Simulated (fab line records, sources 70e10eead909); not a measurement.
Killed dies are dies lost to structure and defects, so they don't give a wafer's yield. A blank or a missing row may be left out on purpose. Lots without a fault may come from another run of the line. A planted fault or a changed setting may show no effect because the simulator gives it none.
Problem report in the 8D (eight disciplines) form, filled by code | flow nand_harc | the parts of the form that need people (team, actions taken, sign-off) are left out

1. THE PROBLEM
raw_defect_count at NHARC_P_STI_INSPECT_11 reads a mean of 434.7 on 6 wafers of 2 lots; wafers without a fault read 5.4 with a standard deviation of 2.6. That is +99 or more standard deviations from the usual mean.
First seen on wafer L417.2, day 6 12:13, on defect_inspect-02. The record holds 36 wafers of 12 lots with a number at this step. Rule for "out", or "out of limits": more than 4 standard deviations from the usual mean. The other wafers with a number count as sound.

2. WHAT IT IS AND WHAT IT IS NOT
question                    | is                                   | is not
which readings at this step | raw_defect_count                     | -
which lots                  | L417, L418                           | L408, L410, L412, L415, L416, L427, L428, L429, L430, L431
which wafers of those lots  | all that have a number               | -
read on which gauges        | defect_inspect-01, defect_inspect-02 | -
when                        | from day 6 12:13                     | up to then (15 sound wafers); but 15 sound wafers of L427, L428, L429, L430, L431 came after

3. SUSPECTS, AND WHAT RULES EACH OUT
Counting: a tool at a process step up to the reading stays a suspect if it ran every lot that is out and no sound lot after the first of them.
- the gauge at NHARC_P_STI_INSPECT_11: ruled out. The wafers that are out were read on 2 gauges (defect_inspect-01, defect_inspect-02).
- furnace-01 at NHARC_P_STI_OXIDE_29 (material SiO2, target thk 10 nm, ox time 1362 s): ruled out as a lasting fault. Sound lots L429, L430, L431 ran on it after its first lot that is out, L417 (day 6 00:52).
Left after counting: nothing in the record.

4. THE CAUSE (what the simulator had put in)
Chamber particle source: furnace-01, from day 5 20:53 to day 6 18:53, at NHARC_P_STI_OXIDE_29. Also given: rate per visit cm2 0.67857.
Counting ruled it out, wrongly: the rule takes a fault to strike every lot that its tool runs from its start on, and this one did not.

5. THE CHAIN OF EFFECTS, in route order
Each row: a reading whose mean over the struck wafers that have a number lies more than 3 standard deviations from the usual. Only readings for which the record gives a usual standard deviation are gone through. hours: the time from each lot's start at the first step in this table that gives one to its start at this step, as a median over the lots. sigmas: the change in usual standard deviations.
hours | step                   | reading             | usual | on struck wafers | change | sigmas
0     | NHARC_P_STI_INSPECT_11 | raw_defect_count    | 5.4   | 434.7            | +429.3 | +99 or more
530   | NHARC_END_SORT_01      | killed_at_periphery | 3.4   | 296.5            | +293.1 | +99 or more
530   | NHARC_END_SORT_01      | killed_dies         | 54    | 333              | +279   | +16

6. WHAT WOULD HAVE CAUGHT IT SOONER
In this record the first reading out of limits at a measuring or inspecting step was taken at day 6 12:13, 15 hours after the fault began at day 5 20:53.
Of the tool readings at NHARC_P_STI_OXIDE_29 for which the record gives a usual standard deviation, none was out on any struck wafer, so an alarm limit of 4 standard deviations on them would not have fired.
